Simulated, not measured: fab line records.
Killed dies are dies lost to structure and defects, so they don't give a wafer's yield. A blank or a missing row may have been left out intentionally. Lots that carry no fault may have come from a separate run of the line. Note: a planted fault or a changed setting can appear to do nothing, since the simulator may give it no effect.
Chamber matching ; flow n5 finfet ; N5_BEOL_M12_ETCH_59 on rie diel-05 has 4 sister chambers
The step etches BARC in N2/H2, target depth 89 nm, overetch 26.7 nm, time 67.9 s. 8 wafers are shown with their chamber, then 12 later ones without.

== WAFERS PAIRED WITH THEIR CHAMBERS ==
wafer;chamber;drypump motor current A (A);throttle valve pct (%)
L076.3;2;6.3;18.09
L078.5;3;5.4;18.44
L089.1;1;6.5;17.86
L085.2;2;6.2;18.18
L085.3;1;6.5;17.86
L093.1;0;6.5;17.50
L093.4;3;5.4;18.02
L093.5;0;6.5;17.50

== WAFERS WHOSE CHAMBER IS MISSING ==
wafer;drypump motor current A (A);throttle valve pct (%)
L096.2;6.5;17.87
L096.4;5.4;18.02
L096.6;6.5;17.88
L095.3;6.5;17.90
L095.4;6.3;17.74
L095.6;6.5;17.52
L090.2;5.4;18.05
L090.4;6.3;17.76
L090.6;6.5;17.54
L097.1;5.4;18.07
L097.2;6.3;17.76
L097.6;6.5;17.92

== WHICH CHAMBER EACH WENT THROUGH ==
wafer;from the rows above;in truth
L096.2;1;1
L096.4;3;3
L096.6;1;1
L095.3;1;1
L095.4;2;2
L095.6;0;0
L090.2;3;3
L090.4;2;2
L090.6;can't be placed: 0 or 1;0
L097.1;3;3
L097.2;2;2
L097.6;1;1
Placed correctly: 11 of 12. Unplaceable from these rows: 1, with the true chamber sitting among the candidates in 1. Number placed wrongly: 0.
How it was worked out, from the rows above alone: a wafer's distance from a chamber is the root of the sum, over the readings, of the square of ((its reading less the chamber's mean) divided by the reading's scatter). If the next closest chamber is less than 2 further off than the closest, the wafer can't be placed; otherwise it belongs to the closest. For every chamber, the mean is computed from those of its wafers that are shown. The scatter: take each reading less its chamber's mean, square it, sum over the shown wafers, divide by the number of wafers less the number of chambers, and take the root.
